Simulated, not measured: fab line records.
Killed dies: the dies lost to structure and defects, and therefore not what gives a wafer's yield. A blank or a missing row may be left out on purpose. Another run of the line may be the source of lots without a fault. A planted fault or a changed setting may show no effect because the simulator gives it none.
Which tool did it? | flow n5 finfet | at 1 step of a route of 1938, 19 lots with 57 wafers sampled

== WHAT EACH GAUGE READ, for each wafer ==
N5_BEOL_M9_RS_MEAS_57: uses a four-point probe to measure. Usual: for M9_RS the level is 0.152 ohm/sq and the standard deviation is 0.0043.
lot  | measured     | on            | M9_RS (ohm/sq)    | flag
L074 | day 11 08:05 | film metro-02 | 0.156 0.154 0.152 |
L076 | day 12 09:50 | film metro-02 | 0.153 0.150 0.149 |
L077 | day 12 13:40 | film metro-02 | 0.155 0.149 0.155 |
L079 | day 12 21:57 | film metro-01 | 0.157 0.152 0.150 |
L083 | day 13 06:32 | film metro-01 | 0.154 0.150 0.151 |
L082 | day 13 09:38 | film metro-01 | 0.149 0.148 0.148 |
L080 | day 13 16:38 | film metro-01 | 0.146 0.150 0.145 |
L081 | day 14 03:31 | film metro-02 | 0.158 0.156 0.148 |
L084 | day 14 07:28 | film metro-01 | 0.151 0.151 0.150 |
L085 | day 14 11:44 | film metro-01 | 0.162 0.149 0.146 |
L088 | day 14 22:01 | film metro-02 | 0.150 0.147 0.156 |
L089 | day 15 10:14 | film metro-02 | 0.152 0.150 0.145 |
L091 | day 15 14:32 | film metro-01 | 0.147 0.154 0.147 |
L093 | day 16 04:58 | film metro-02 | 0.154 0.151 0.154 |
L092 | day 16 06:47 | film metro-01 | 0.152 0.151 0.151 |
L090 | day 16 13:23 | film metro-02 | 0.150 0.149 0.147 |
L096 | day 17 05:41 | film metro-01 | 0.158 0.144 0.154 |
L097 | day 17 18:31 | film metro-01 | 0.152 0.147 0.152 |
L095 | day 17 23:32 | film metro-01 | 0.155 0.144 0.152 |

== WHAT TOOL EACH LOT RAN ON (gives the tool, then ch and the chambers of the sampled wafers, and finally the start) ==
Record: no process step prior to these readings.

== AS READ BY THE TOOLS THEMSELVES (means over the sampled wafers that have a number; for cases with no such wafer, the mark the record gives instead) ==
The record holds no such reading with a usual standard deviation.

== THE ANSWER, worked out from the rows above alone ==
Rule: a lot counts as off when the mean over its wafers that have a number is more than 3 standard deviations away from the usual mean. Also off: a lot with no number at a reading for which 4 or more lots have one. All remaining lots with rows at the step are treated as sound. First the gauges in route order, then the tools' own readings, where a lot's mean is used as printed above. At the first step where some lot is off, the reading lying furthest off is the one used; lots without a number count as furthest.
Nothing can be told from this: no lot is off at any reading shown.

== WHAT THE SIMULATOR HAD PUT IN ==
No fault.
